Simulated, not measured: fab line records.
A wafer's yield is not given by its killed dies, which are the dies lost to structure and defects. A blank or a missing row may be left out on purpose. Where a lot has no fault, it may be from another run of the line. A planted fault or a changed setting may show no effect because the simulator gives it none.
Matching of chambers    flow n5-finfet    N5_ILD0_CMP_03 on cmp-03: 4 sister chambers
The step polishes, stops on SiNx, t overpolish 1.9 s, target thk 197.38 nm. 4 wafers are shown with their chamber, then 9 later ones without.

## WAFERS WITH THEIR CHAMBER
wafer   chamber  motor-current-A (A)
L086.2  3        13.6
L088.1  2        12.1
L088.4  1        12.6
L088.6  0        12.3

## WAFERS MISSING THEIR CHAMBER
wafer   motor-current-A (A)
L096.3  12.8
L096.4  13.1
L096.5  14.1
L095.2  13.8
L095.3  13.1
L095.4  12.8
L097.2  13.5
L097.3  12.7
L097.4  11.7

## WHICH CHAMBER EACH WENT THROUGH
wafer   from the rows above                in truth
L096.3  can't be placed: 1 or 0 or 2 or 3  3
L096.4  can't be placed: 1 or 3 or 0 or 2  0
L096.5  3                                  3
L095.2  3                                  3
L095.3  can't be placed: 1 or 3 or 0 or 2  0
L095.4  can't be placed: 1 or 0 or 2 or 3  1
L097.2  3                                  3
L097.3  can't be placed: 1 or 0 or 2       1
L097.4  can't be placed: 2 or 0 or 1       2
3 of 9 placed correctly. Not placeable from these rows: 6 (in 6, the candidates include the true chamber). Wrongly placed: 0.
How it was worked out, from the rows above alone: a wafer's distance from a chamber is the root of the sum, over the readings, of the square of ((its reading less the chamber's mean) divided by the reading's scatter). If the next closest chamber is less than 2 further off than the closest, the wafer can't be placed; otherwise it belongs to the closest. The mean given for a chamber averages the wafers shown for that chamber. The scatter (one wafer shown for each chamber): square how far every hidden wafer sits from the nearest shown wafer, average those squares and take the square root.
